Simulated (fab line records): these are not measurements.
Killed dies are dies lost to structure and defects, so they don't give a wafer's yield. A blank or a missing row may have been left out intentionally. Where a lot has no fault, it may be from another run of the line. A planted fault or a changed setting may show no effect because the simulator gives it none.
Split-lot trial | flow n5 finfet | 21 wafers read across 7 lots, on a route 1938 steps long

THE SPLIT
At N5_MOL_CONTACT_COAG_ALD_27 (deposits SiOC, target thk 17 nm, pulse time 1.5 s, time 2720 s), the setting time s was moved away from the recipe's 2720 s on 5 of the 21 wafers read, by -21.3% to -8.7%. This setting was run at the recipe's value on the other wafers.

The reading comes from the split's own step.

THE READING
SiOC_of_MOL_CONTACT_COAG_ALD_27.thk nm (the simulator's own value, which no gauge read), in nm, at N5_MOL_CONTACT_COAG_ALD_27 (deposits SiOC, target thk 17 nm, pulse time 1.5 s, time 2720 s). The file gives no usual value for it. Here, 16 wafers ran the recipe; their average is 17.1 nm with a standard deviation of 0.12 nm.

wafer  | tool, chamber at the split | time s as run, s | against the recipe | SiOC_of_MOL_CONTACT_COAG_ALD_27.thk nm, nm | against lot-mates on the recipe
L082.1 | ald sin-04, 0              | 2720             | recipe             | 17                                         | -
L082.2 | ald sin-04, 3              | 2379             | -12.5%             | 14.8                                       | -2.2
L082.3 | ald sin-04, 1              | 2379             | -12.5%             | 15                                         | -2.0
L083.4 | ald sin-04, 1,2            | 2720             | recipe             | 17                                         | -
L083.6 | ald sin-04, 1,2            | 2720             | recipe             | 17                                         | -
L083.5 | ald sin-04, 1              | 2720             | recipe             | 17.2                                       | -
L087.2 | ald sin-04, 2,3            | 2720             | recipe             | 17                                         | -
L087.5 | ald sin-04, 2,3            | 2720             | recipe             | 17                                         | -
L087.6 | ald sin-04, 0              | 2720             | recipe             | 17.2                                       | -
L088.2 | ald sin-04, 1              | 2484             | -8.7%              | 15.6                                       | -1.6
L088.5 | ald sin-04, 3              | 2484             | -8.7%              | 15.4                                       | -1.8
L088.6 | ald sin-04, 0              | 2720             | recipe             | 17.2                                       | -
L089.1 | ald sin-04, 3              | 2142             | -21.3%             | 13.2                                       | -3.9
L089.5 | ald sin-04, 1              | 2720             | recipe             | 17.2                                       | -
L089.6 | ald sin-04, 0              | 2720             | recipe             | 17                                         | -
L093.1 | ald sin-04, 2              | 2720             | recipe             | 17                                         | -
L093.3 | ald sin-04, 1              | 2720             | recipe             | 17.2                                       | -
L093.5 | ald sin-04, 1              | 2720             | recipe             | 17.2                                       | -
L094.1 | ald sin-02, 1              | 2720             | recipe             | 16.8                                       | -
L094.4 | ald sin-02, 3,0            | 2720             | recipe             | 17                                         | -
L094.5 | ald sin-02, 3,0            | 2720             | recipe             | 17                                         | -
Where a row lists several chambers, the file gives one row for several wafers and doesn't say which wafer went through which chamber.

FIT RESULTS
A straight line over all 21 wafers: SiOC_of_MOL_CONTACT_COAG_ALD_27.thk nm changes by +0.178 nm for each +1% of time s; r = +0.99; the points scatter about the line by 0.12 nm.
The same after taking each lot's own level away (the mean of its wafers on the recipe; 21 wafers): +0.18 nm for each +1%; r = +0.99; scatter 0.12 nm.
The reading moves by 3.8 nm for the largest change in time s, on that fit.
The lots' own levels span 16.93 to 17.20 nm, that is 2.3 times the standard deviation above.
The two slopes agree, so the slope changes little with the lot-to-lot level.
Check: with one of the wafers moved furthest among these (-21.3%) left out of the fit, the line predicts -3.75 nm for it against its lot-mates. Against them it came out at -3.9 nm.

ADDITIONAL SPLITS CARRIED BY THESE WAFERS
Other splits were also applied to these wafers ahead of the reading. Each is held against what the fit with the lots' levels taken away leaves over:
other split on the same wafers               | wafers away from the commonest value | r with SiOC_of_MOL_CONTACT_COAG_ALD_27.thk nm (lot level and that fit taken away)
N5_SD_EPI_N_DEVELOP_08 develop time s        | 8                                    | +0.01
N5_SDB_COAT_03 spin rpm                      | 9                                    | -0.02
N5_HKMG_FIN_DESCUM_53 time s                 | 3                                    | +0.28
N5_HKMG_FIN_ETCH_55 time s                   | 6                                    | -0.36
N5_HKMG_FIN_ETCH_31 bias w                   | 7                                    | -0.17
N5_MOL_CONTACT_COAG_SPUTTER_143 target thk a | 7                                    | -0.05

THE FILE'S OWN FIT
SiOC_of_MOL_CONTACT_COAG_ALD_27.thk nm changes by +0.181 nm for each +1% of time s, r = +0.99.
